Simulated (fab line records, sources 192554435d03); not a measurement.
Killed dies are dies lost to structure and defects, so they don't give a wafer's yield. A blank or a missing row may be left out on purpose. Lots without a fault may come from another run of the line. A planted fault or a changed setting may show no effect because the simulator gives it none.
Which tool did it? | flow n5_finfet | 24 lots, 72 wafers sampled, at 6 steps of a route of 1938

WHAT THE GAUGES READ, wafer by wafer
The record holds no reading of a measuring or inspecting step that can be judged against a usual standard deviation.

WHICH TOOL RAN EACH LOT (tool, then ch and the chambers of the sampled wafers, then the start)
lot  | N5_BEOL_M4_TRENCH_ETCH_37                     | N5_BEOL_M4_SPUTTER_48        | N5_BEOL_M4_SPUTTER_81        | N5_BEOL_M4_SPUTTER_90        | N5_BEOL_M4_ANNEAL_51             | N5_BEOL_M4_DEP_57
L074 | rie_diel-05 ch 2,3, day 7 23:02 or earlier    | pvd_sputter-02, day 7 23:02  | pvd_sputter-02, day 7 23:28  | pvd_sputter-02, day 8 00:08  | rtp_anneal-02 ch 0, day 8 01:02  | pecvd-02 ch 1,2, day 8 01:47
L075 | rie_diel-01 ch 1,2,3, day 7 23:23 or earlier  | pvd_sputter-01, day 7 23:23  | pvd_sputter-01, day 7 23:50  | pvd_sputter-01, day 8 00:29  | rtp_anneal-02 ch 0, day 8 01:21  | pecvd-02 ch 0,1, day 8 02:08
L077 | rie_diel-01 ch 1,2, day 8 16:56 or earlier    | pvd_sputter-01, day 8 16:56  | pvd_sputter-01, day 8 17:23  | pvd_sputter-01, day 8 18:02  | rtp_anneal-01 ch 0, day 8 18:56  | pecvd-04 ch 0,1,2, day 8 19:41
L078 | rie_diel-03 ch 0,1, day 8 19:39 or earlier    | pvd_sputter-03, day 8 19:39  | pvd_sputter-03, day 8 20:05  | pvd_sputter-03, day 8 20:45  | rtp_anneal-01 ch 0, day 8 21:39  | pecvd-04 ch 1,2, day 8 22:23
L076 | rie_diel-05 ch 1,2,3, day 8 19:58 or earlier  | pvd_sputter-01, day 8 19:58  | pvd_sputter-01, day 8 20:25  | pvd_sputter-01, day 8 21:04  | rtp_anneal-01 ch 0, day 8 21:56  | pecvd-01 ch 0,1,2, day 8 22:44
L079 | rie_diel-01 ch 0,2,3, day 8 21:55 or earlier  | pvd_sputter-01, day 8 21:55  | pvd_sputter-01, day 8 22:21  | pvd_sputter-01, day 8 23:01  | rtp_anneal-02 ch 0, day 8 23:59  | pecvd-01 ch 0,1, day 9 00:52
L081 | rie_diel-05 ch 0,1,2, day 9 03:23 or earlier  | pvd_sputter-01, day 9 03:23  | pvd_sputter-01, day 9 03:50  | pvd_sputter-01, day 9 04:29  | rtp_anneal-02 ch 0, day 9 05:23  | pecvd-02 ch 0,1, day 9 06:09
L080 | rie_diel-05 ch 1,2, day 9 05:39 or earlier    | pvd_sputter-01, day 9 05:39  | pvd_sputter-01, day 9 06:05  | pvd_sputter-01, day 9 06:45  | rtp_anneal-01 ch 0, day 9 07:39  | pecvd-02 ch 1,2, day 9 08:23
L082 | rie_diel-05 ch 0,1,3, day 9 17:44 or earlier  | pvd_sputter-02, day 9 17:44  | pvd_sputter-02, day 9 18:11  | pvd_sputter-02, day 9 18:50  | rtp_anneal-02 ch 0, day 9 19:42  | pecvd-01 ch 0,1, day 9 20:32
L083 | rie_diel-05 ch 0,1,2, day 9 21:56 or earlier  | pvd_sputter-01, day 9 21:56  | pvd_sputter-01, day 9 22:22  | pvd_sputter-01, day 9 23:02  | rtp_anneal-02 ch 0, day 9 23:53  | pecvd-02 ch 1,2, day 10 00:40
L084 | rie_diel-05 ch 1,2,3, day 10 07:21 or earlier | pvd_sputter-03, day 10 07:21 | pvd_sputter-03, day 10 07:47 | pvd_sputter-03, day 10 08:27 | rtp_anneal-01 ch 0, day 10 09:19 | pecvd-02 ch 0,1,2, day 10 10:05
L085 | rie_diel-03 ch 0,1, day 10 15:58 or earlier   | pvd_sputter-01, day 10 15:58 | pvd_sputter-01, day 10 16:24 | pvd_sputter-01, day 10 17:04 | rtp_anneal-01 ch 0, day 10 18:03 | pecvd-04 ch 0,1,2, day 10 18:43
L087 | rie_diel-01 ch 0,1, day 10 23:38 or earlier   | pvd_sputter-01, day 10 23:38 | pvd_sputter-01, day 11 00:04 | pvd_sputter-01, day 11 00:44 | rtp_anneal-02 ch 0, day 11 01:38 | pecvd-04 ch 0,1,2, day 11 02:24
L088 | rie_diel-05 ch 1,2, day 11 03:05 or earlier   | pvd_sputter-02, day 11 03:05 | pvd_sputter-02, day 11 03:31 | pvd_sputter-02, day 11 04:11 | rtp_anneal-01 ch 0, day 11 05:02 | pecvd-04 ch 0,2, day 11 05:58
L086 | rie_diel-01 ch 0,1,3, day 11 04:50 or earlier | pvd_sputter-01, day 11 04:50 | pvd_sputter-01, day 11 05:16 | pvd_sputter-01, day 11 05:56 | rtp_anneal-01 ch 0, day 11 06:47 | pecvd-04 ch 0,1, day 11 07:34
L089 | rie_diel-03 ch 0,1,3, day 11 13:08 or earlier | pvd_sputter-01, day 11 13:08 | pvd_sputter-01, day 11 13:35 | pvd_sputter-01, day 11 14:14 | rtp_anneal-01 ch 0, day 11 15:06 | pecvd-01 ch 0,2, day 11 15:53
L090 | rie_diel-01 ch 0,1, day 11 18:01 or earlier   | pvd_sputter-01, day 11 18:01 | pvd_sputter-01, day 11 18:28 | pvd_sputter-01, day 11 19:07 | rtp_anneal-02 ch 0, day 11 20:04 | pecvd-02 ch 0,1, day 11 20:46
L091 | rie_diel-01 ch 0,1,3, day 11 22:47 or earlier | pvd_sputter-01, day 11 22:47 | pvd_sputter-01, day 11 23:13 | pvd_sputter-01, day 11 23:53 | rtp_anneal-01 ch 0, day 12 00:44 | pecvd-01 ch 0,2, day 12 01:31
L093 | rie_diel-05 ch 0,2,3, day 12 09:22 or earlier | pvd_sputter-03, day 12 09:22 | pvd_sputter-03, day 12 09:48 | pvd_sputter-03, day 12 10:28 | rtp_anneal-02 ch 0, day 12 11:19 | pecvd-04 ch 0,2, day 12 12:06
L092 | rie_diel-03 ch 1,2,3, day 12 13:53 or earlier | pvd_sputter-01, day 12 13:53 | pvd_sputter-01, day 12 14:20 | pvd_sputter-01, day 12 14:59 | rtp_anneal-02 ch 0, day 12 15:50 | pecvd-01 ch 0,1, day 12 16:38
L094 | rie_diel-03 ch 0,1,2, day 13 02:07 or earlier | pvd_sputter-03, day 13 02:07 | pvd_sputter-03, day 13 02:34 | pvd_sputter-03, day 13 03:13 | rtp_anneal-02 ch 0, day 13 04:04 | pecvd-01 ch 0,1,2, day 13 04:52
L096 | rie_diel-05 ch 0,1, day 13 03:58 or earlier   | pvd_sputter-03, day 13 03:58 | pvd_sputter-03, day 13 04:24 | pvd_sputter-03, day 13 05:04 | rtp_anneal-02 ch 0, day 13 05:55 | pecvd-02 ch 0,1,2, day 13 06:42
L095 | rie_diel-05 ch 1,2,3, day 13 04:05 or earlier | pvd_sputter-01, day 13 04:05 | pvd_sputter-01, day 13 04:32 | pvd_sputter-01, day 13 05:11 | rtp_anneal-01 ch 0, day 13 06:07 | pecvd-02 ch 0,2, day 13 07:14
L097 | rie_diel-03 ch 1,2,3, day 13 06:58 or earlier | pvd_sputter-02, day 13 06:58 | pvd_sputter-02, day 13 07:24 | pvd_sputter-02, day 13 08:04 | rtp_anneal-01 ch 0, day 13 08:58 | pecvd-04 ch 0,2, day 13 09:42
- N5_BEOL_M4_TRENCH_ETCH_37: etches SiOC in C4F6/O2, target depth 55.555 nm, time 29.2 s.
- N5_BEOL_M4_SPUTTER_48: material Cu, target thk 4.5 nm, time 8.29 s.
- N5_BEOL_M4_SPUTTER_81: material Cu, target thk 4.5 nm, time 8.29 s.
- N5_BEOL_M4_SPUTTER_90: material Cu, target thk 4.5 nm, time 8.29 s.
- N5_BEOL_M4_ANNEAL_51: time 90 s.
- N5_BEOL_M4_DEP_57: deposits SiCN from 3MS/NH3, target thk 8 nm, time 14 s.

WHAT THE TOOLS THEMSELVES READ (means of the sampled wafers that have a number; where no wafer has one, the mark that the record gives instead)
N5_BEOL_M4_TRENCH_ETCH_37. Usual: drypump_motor_current_A 5.7 A, standard deviation 0.41; oes_product_au 0.79 a.u., standard deviation 0.084; rf_vpp_V 670 V, standard deviation 9.7; showerhead_plenum_p_Torr 2.86 Torr, standard deviation 0.082; throttle_valve_pct 20.8 %, standard deviation 0.34.
lot  | tool        | drypump_motor_current_A (A) | oes_product_au (a.u.) | rf_vpp_V (V) | showerhead_plenum_p_Torr (Torr) | throttle_valve_pct (%) | flag
L074 | rie_diel-05 | 6.0                         | 0.70                  | 662          | 2.90                            | 21.0                   |
L075 | rie_diel-01 | 5.5                         | 0.83                  | 670          | 2.82                            | 20.8                   |
L077 | rie_diel-01 | 5.7                         | 0.77                  | 666          | 2.82                            | 20.9                   |
L078 | rie_diel-03 | 6.3                         | 0.83                  | 676          | 2.74                            | 20.6                   |
L076 | rie_diel-05 | 5.8                         | 0.71                  | 661          | 2.87                            | 21.2                   |
L079 | rie_diel-01 | 5.4                         | 0.79                  | 673          | 2.78                            | 20.9                   |
L081 | rie_diel-05 | 5.7                         | 0.74                  | 670          | 2.91                            | 20.9                   |
L080 | rie_diel-05 | 5.7                         | 0.71                  | 665          | 2.87                            | 21.3                   |
L082 | rie_diel-05 | 5.5                         | 0.75                  | 664          | 2.89                            | 21.0                   |
L083 | rie_diel-05 | 5.7                         | 0.74                  | 669          | 2.91                            | 20.9                   |
L084 | rie_diel-05 | 5.8                         | 0.70                  | 661          | 2.86                            | 21.2                   |
L085 | rie_diel-03 | 6.3                         | 0.93                  | 679          | 2.85                            | 20.5                   |
L087 | rie_diel-01 | 5.2                         | 0.84                  | 668          | 2.81                            | 20.5                   |
L088 | rie_diel-05 | 5.7                         | 0.70                  | 665          | 2.86                            | 21.3                   |
L086 | rie_diel-01 | 5.3                         | 0.83                  | 672          | 2.81                            | 20.6                   |
L089 | rie_diel-03 | 6.0                         | 0.88                  | 677          | 2.91                            | 20.6                   |
L090 | rie_diel-01 | 5.3                         | 0.82                  | 668          | 2.80                            | 20.5                   |
L091 | rie_diel-01 | 5.3                         | 0.82                  | 671          | 2.80                            | 20.7                   |
L093 | rie_diel-05 | 5.8                         | 0.81                  | 665          | 2.90                            | 20.7                   |
L092 | rie_diel-03 | 6.1                         | 0.83                  | 682          | 2.83                            | 20.8                   |
L094 | rie_diel-03 | 6.0                         | 0.87                  | 680          | 2.84                            | 20.6                   |
L096 | rie_diel-05 | 5.5                         | 0.72                  | 668          | 2.86                            | 21.1                   |
L095 | rie_diel-05 | 5.8                         | 0.78                  | 660          | 2.85                            | 21.1                   |
L097 | rie_diel-03 | 6.1                         | 0.82                  | 682          | 2.82                            | 20.8                   |

N5_BEOL_M4_SPUTTER_48. Usual: susceptor_temp_C -20.00 C, standard deviation 0.1; throttle_valve_pct 29.8 %, standard deviation 1.3.
lot  | tool           | susceptor_temp_C (C) | throttle_valve_pct (%) | flag
L074 | pvd_sputter-02 | -20.00               | 31.3                   |
L075 | pvd_sputter-01 | -19.90               | 29.7                   |
L077 | pvd_sputter-01 | -20.01               | 30.3                   |
L078 | pvd_sputter-03 | -19.95               | 31.1                   |
L076 | pvd_sputter-01 | -20.00               | 28.9                   |
L079 | pvd_sputter-01 | -19.97               | 30.2                   |
L081 | pvd_sputter-01 | -20.07               | 29.0                   |
L080 | pvd_sputter-01 | -20.05               | 28.8                   |
L082 | pvd_sputter-02 | -20.04               | 29.8                   |
L083 | pvd_sputter-01 | -19.93               | 28.8                   |
L084 | pvd_sputter-03 | -20.03               | 30.1                   |
L085 | pvd_sputter-01 | -20.06               | 29.6                   |
L087 | pvd_sputter-01 | -19.97               | 28.8                   |
L088 | pvd_sputter-02 | -20.02               | 29.8                   |
L086 | pvd_sputter-01 | -19.96               | 28.9                   |
L089 | pvd_sputter-01 | -20.05               | 29.0                   |
L090 | pvd_sputter-01 | -20.03               | 29.0                   |
L091 | pvd_sputter-01 | -19.98               | 30.5                   |
L093 | pvd_sputter-03 | -20.02               | 31.1                   |
L092 | pvd_sputter-01 | -20.05               | 29.1                   |
L094 | pvd_sputter-03 | -20.03               | 30.8                   |
L096 | pvd_sputter-03 | -20.04               | 30.4                   |
L095 | pvd_sputter-01 | -20.14               | 30.2                   |
L097 | pvd_sputter-02 | -19.99               | 30.7                   |

N5_BEOL_M4_SPUTTER_81. Usual: susceptor_temp_C -20.00 C, standard deviation 0.096; throttle_valve_pct 29.8 %, standard deviation 1.3.
lot  | tool           | susceptor_temp_C (C) | throttle_valve_pct (%) | flag
L074 | pvd_sputter-02 | -20.04               | 31.3                   |
L075 | pvd_sputter-01 | -20.02               | 29.6                   |
L077 | pvd_sputter-01 | -20.00               | 30.1                   |
L078 | pvd_sputter-03 | -19.96               | 31.4                   |
L076 | pvd_sputter-01 | -19.93               | 28.8                   |
L079 | pvd_sputter-01 | -20.04               | 30.4                   |
L081 | pvd_sputter-01 | -20.00               | 28.9                   |
L080 | pvd_sputter-01 | -20.06               | 29.0                   |
L082 | pvd_sputter-02 | -19.96               | 29.7                   |
L083 | pvd_sputter-01 | -20.01               | 28.9                   |
L084 | pvd_sputter-03 | -19.93               | 30.1                   |
L085 | pvd_sputter-01 | -20.00               | 29.8                   |
L087 | pvd_sputter-01 | -19.92               | 28.9                   |
L088 | pvd_sputter-02 | -19.96               | 29.9                   |
L086 | pvd_sputter-01 | -20.02               | 28.8                   |
L089 | pvd_sputter-01 | -20.07               | 29.0                   |
L090 | pvd_sputter-01 | -19.95               | 28.9                   |
L091 | pvd_sputter-01 | -20.02               | 30.4                   |
L093 | pvd_sputter-03 | -20.00               | 31.3                   |
L092 | pvd_sputter-01 | -20.10               | 29.2                   |
L094 | pvd_sputter-03 | -20.05               | 31.0                   |
L096 | pvd_sputter-03 | -20.10               | 30.6                   |
L095 | pvd_sputter-01 | -19.93               | 30.2                   |
L097 | pvd_sputter-02 | -19.93               | 30.8                   |

N5_BEOL_M4_SPUTTER_90. Usual: susceptor_temp_C -19.99 C, standard deviation 0.1; throttle_valve_pct 29.8 %, standard deviation 1.3.
lot  | tool           | susceptor_temp_C (C) | throttle_valve_pct (%) | flag
L074 | pvd_sputter-02 | -20.12               | 31.3                   |
L075 | pvd_sputter-01 | -20.00               | 29.7                   |
L077 | pvd_sputter-01 | -19.99               | 30.1                   |
L078 | pvd_sputter-03 | -19.97               | 31.2                   |
L076 | pvd_sputter-01 | -20.01               | 28.9                   |
L079 | pvd_sputter-01 | -19.93               | 30.4                   |
L081 | pvd_sputter-01 | -20.03               | 28.9                   |
L080 | pvd_sputter-01 | -20.08               | 28.7                   |
L082 | pvd_sputter-02 | -20.04               | 29.6                   |
L083 | pvd_sputter-01 | -20.00               | 28.9                   |
L084 | pvd_sputter-03 | -19.97               | 30.1                   |
L085 | pvd_sputter-01 | -20.04               | 29.7                   |
L087 | pvd_sputter-01 | -20.03               | 28.9                   |
L088 | pvd_sputter-02 | -19.95               | 29.7                   |
L086 | pvd_sputter-01 | -19.91               | 28.9                   |
L089 | pvd_sputter-01 | -20.01               | 28.9                   |
L090 | pvd_sputter-01 | -19.90               | 28.9                   |
L091 | pvd_sputter-01 | -19.99               | 30.5                   |
L093 | pvd_sputter-03 | -20.03               | 31.1                   |
L092 | pvd_sputter-01 | -20.05               | 29.3                   |
L094 | pvd_sputter-03 | -19.84               | 30.9                   |
L096 | pvd_sputter-03 | -19.93               | 30.5                   |
L095 | pvd_sputter-01 | -19.97               | 30.3                   |
L097 | pvd_sputter-02 | -19.94               | 30.7                   |

N5_BEOL_M4_ANNEAL_51. Usual: wafer_temp_C_max 225.79, standard deviation 0.28.
lot  | tool          | wafer_temp_C_max | flag
L074 | rtp_anneal-02 | 225.92           |
L075 | rtp_anneal-02 | 226.22           |
L077 | rtp_anneal-01 | 225.61           |
L078 | rtp_anneal-01 | 225.87           |
L076 | rtp_anneal-01 | 225.77           |
L079 | rtp_anneal-02 | 225.89           |
L081 | rtp_anneal-02 | 225.97           |
L080 | rtp_anneal-01 | 225.62           |
L082 | rtp_anneal-02 | 226.00           |
L083 | rtp_anneal-02 | 226.18           |
L084 | rtp_anneal-01 | 225.75           |
L085 | rtp_anneal-01 | 225.55           |
L087 | rtp_anneal-02 | 225.97           |
L088 | rtp_anneal-01 | 225.58           |
L086 | rtp_anneal-01 | 225.50           |
L089 | rtp_anneal-01 | 225.48           |
L090 | rtp_anneal-02 | 226.05           |
L091 | rtp_anneal-01 | 225.52           |
L093 | rtp_anneal-02 | 225.90           |
L092 | rtp_anneal-02 | 226.20           |
L094 | rtp_anneal-02 | 225.86           |
L096 | rtp_anneal-02 | 225.88           |
L095 | rtp_anneal-01 | 225.46           |
L097 | rtp_anneal-01 | 225.50           |

N5_BEOL_M4_DEP_57. Usual: showerhead_plenum_p_Torr 3.658 Torr, standard deviation 0.015; throttle_valve_pct 9.1 %, standard deviation 0.47.
lot  | tool     | showerhead_plenum_p_Torr (Torr) | throttle_valve_pct (%) | flag
L074 | pecvd-02 | 3.659                           | 9.0                    |
L075 | pecvd-02 | 3.656                           | 9.2                    |
L077 | pecvd-04 | 3.663                           | 9.0                    |
L078 | pecvd-04 | 3.670                           | 8.9                    |
L076 | pecvd-01 | 3.647                           | 9.4                    |
L079 | pecvd-01 | 3.639                           | 9.8                    |
L081 | pecvd-02 | 3.658                           | 9.3                    |
L080 | pecvd-02 | 3.660                           | 8.8                    |
L082 | pecvd-01 | 3.648                           | 9.0                    |
L083 | pecvd-02 | 3.665                           | 8.7                    |
L084 | pecvd-02 | 3.664                           | 9.0                    |
L085 | pecvd-04 | 3.667                           | 9.1                    |
L087 | pecvd-04 | 3.669                           | 8.9                    |
L088 | pecvd-04 | 3.649                           | 8.8                    |
L086 | pecvd-04 | 3.674                           | 9.2                    |
L089 | pecvd-01 | 3.656                           | 8.9                    |
L090 | pecvd-02 | 3.662                           | 9.5                    |
L091 | pecvd-01 | 3.648                           | 8.8                    |
L093 | pecvd-04 | 3.657                           | 9.0                    |
L092 | pecvd-01 | 3.641                           | 9.6                    |
L094 | pecvd-01 | 3.645                           | 9.3                    |
L096 | pecvd-02 | 3.664                           | 9.1                    |
L095 | pecvd-02 | 3.665                           | 9.1                    |
L097 | pecvd-04 | 3.657                           | 8.9                    |

THE ANSWER, worked out from the rows above alone
Rule: a lot is off if the mean of its wafers that have a number lies more than 3 standard deviations from the usual mean. A lot without any number at a reading at which 4 lots or more have one is off too. The other lots that the step has rows for count as sound. The gauges are gone through in route order, then the tools' own readings, and for those a lot's mean is taken as printed above. The first step at which some lot is off is used, and at that step the reading that is off furthest; a lot without a number counts as furthest.
No lot is off at any reading shown: from this, nothing can be told.

WHAT THE SIMULATOR HAD PUT IN
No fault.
